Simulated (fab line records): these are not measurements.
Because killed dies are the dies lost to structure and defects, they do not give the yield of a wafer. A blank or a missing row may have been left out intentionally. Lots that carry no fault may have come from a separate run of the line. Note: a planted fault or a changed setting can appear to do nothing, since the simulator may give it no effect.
Chamber matching | flow n5_finfet | 4 sister chambers for N5_MOL_CONTACT_COAG_CMP_23 on cmp-03
The step polishes, stops on SiO2, t overpolish 1.5 s, target thk 0 nm. 8 wafers are shown with their chamber, then 11 later ones without.

WAFERS WITH THEIR CHAMBER
wafer  | chamber | motor_current_A (A) | overpolish_run_s (s)
L082.2 | 2       | 8.0                 | 1.497
L082.3 | 3       | 8.0                 | 1.501
L083.4 | 2       | 8.1                 | 1.508
L083.5 | 1       | 8.6                 | 1.497
L085.2 | 1       | 8.3                 | 1.503
L085.5 | 0       | 9.0                 | 1.513
L085.6 | 3       | 7.8                 | 1.504
L086.1 | 0       | 9.8                 | 1.510

WAFERS WHOSE CHAMBER IS MISSING
wafer  | motor_current_A (A) | overpolish_run_s (s)
L086.2 | 8.3                 | 1.501
L086.5 | 9.0                 | 1.490
L088.1 | 7.8                 | 1.487
L088.5 | 9.0                 | 1.500
L088.6 | 7.7                 | 1.507
L096.1 | 8.6                 | 1.497
L096.4 | 8.6                 | 1.504
L096.5 | 8.1                 | 1.507
L097.1 | 9.2                 | 1.491
L097.4 | 7.9                 | 1.517
L097.6 | 9.1                 | 1.513

THE CHAMBER EACH PASSED THROUGH
wafer  | from the rows above               | in truth
L086.2 | can't be placed: 1 or 2 or 3      | 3
L086.5 | can't be placed: 1 or 2 or 3      | 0
L088.1 | can't be placed: 3 or 2 or 1      | 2
L088.5 | can't be placed: 1 or 0 or 2 or 3 | 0
L088.6 | can't be placed: 3 or 2 or 1      | 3
L096.1 | can't be placed: 1 or 2 or 3      | 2
L096.4 | can't be placed: 1 or 2 or 3      | 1
L096.5 | can't be placed: 2 or 3 or 1      | 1
L097.1 | can't be placed: 1 or 2 or 0 or 3 | 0
L097.4 | can't be placed: 3 or 2 or 1 or 0 | 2
L097.6 | 0                                 | 0
Correctly placed: 1 of 11. Cannot be placed on the basis of these rows: 10; the candidates contain the true chamber in 9. Placed wrongly: 0.
How it was worked out, from the rows above alone: a wafer's distance from a chamber is the root of the sum, over the readings, of the square of ((its reading less the chamber's mean) divided by the reading's scatter). The wafer belongs to the nearest chamber; if the next one is less than 2 further off, it can't be placed. Each chamber's mean is taken over the wafers shown for it. The scatter: the root of (the sum of the squares of (reading less its chamber's mean) over the shown wafers, divided by (wafers less chambers)).
